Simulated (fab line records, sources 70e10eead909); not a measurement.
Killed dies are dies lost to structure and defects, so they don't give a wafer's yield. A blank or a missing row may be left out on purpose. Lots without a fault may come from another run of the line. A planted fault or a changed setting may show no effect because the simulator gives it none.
Which tool did it? | flow nand_harc | 6 lots, 18 wafers sampled, at 5 steps of a route of 1159

WHAT THE GAUGES READ, wafer by wafer
NHARC_END_SORT_01.
lot  | measured     | on        | killed_at_array
L976 | day 21 20:40 | prober-02 | 676 675 676

WHICH TOOL RAN EACH LOT (tool, then ch and the chambers of the sampled wafers, then the start)
lot  | NHARC_A_STAIRCASE_DEP_322       | NHARC_THIN_TSV_DEP_43           | NHARC_THIN_TSV_ETCH_44             | NHARC_THIN_TSV_STRIP_56
L967 | pecvd-04 ch 0,1,2, day 13 01:56 | pecvd-03 ch 0,1,2, day 18 19:35 | rie_diel-04 ch 0,1,3, day 19 00:25 | plasma_asher-01 ch 0,1, day 19 07:07
L969 | pecvd-01 ch 0,1,2, day 13 16:06 | pecvd-02 ch 0,1,2, day 19 01:30 | rie_diel-04 ch 1,2,3, day 19 02:35 | plasma_asher-02 ch 0,1, day 19 15:40
L976 | pecvd-04 ch 0,1, day 15 10:55   | -                               | -                                  | -
L982 | pecvd-01 ch 0,1,2, day 17 03:01 | pecvd-03 ch 0,1,2, day 22 23:41 | rie_diel-04 ch 0,3, day 23 00:41   | plasma_asher-02 ch 0,1, day 23 07:01
L984 | pecvd-01 ch 0,1,2, day 17 12:01 | pecvd-03 ch 0,1,2, day 23 00:55 | rie_diel-07 ch 0,1,2, day 23 01:55 | plasma_asher-02 ch 0,1, day 23 08:33
L983 | pecvd-01 ch 0,1,2, day 17 16:00 | pecvd-02 ch 0,1, day 23 11:53   | rie_diel-07 ch 0,2, day 23 12:46   | plasma_asher-01 ch 0,1, day 23 19:03
- NHARC_A_STAIRCASE_DEP_322: deposits SiO2, target thk 3800 nm.
- NHARC_THIN_TSV_DEP_43: deposits SiO2, target thk 1328.5 nm.
- NHARC_THIN_TSV_ETCH_44: etches the open film in CF4/O2, target depth 1594.2 nm, time 797.1 s.
- NHARC_THIN_TSV_STRIP_56: strips in O2.

THE ANSWER, worked out from the rows above alone
Rule: what is usual is taken from the lots themselves. Put in order of their means at a reading, lots are off if they are a third of the lots or fewer, leave a main group of 4 or more, and stand apart from it by a gap of 3 or more times the standard deviation of the main group's means; of several such gaps the widest counts. A main group whose means are all the same, to the digits that the tables above print for the reading, isn't used. A lot without any number at a reading at which 4 lots or more have one is off too. The other lots that the step has rows for count as sound.
No lot is off at any reading shown: from this, nothing can be told.

WHAT THE SIMULATOR HAD PUT IN
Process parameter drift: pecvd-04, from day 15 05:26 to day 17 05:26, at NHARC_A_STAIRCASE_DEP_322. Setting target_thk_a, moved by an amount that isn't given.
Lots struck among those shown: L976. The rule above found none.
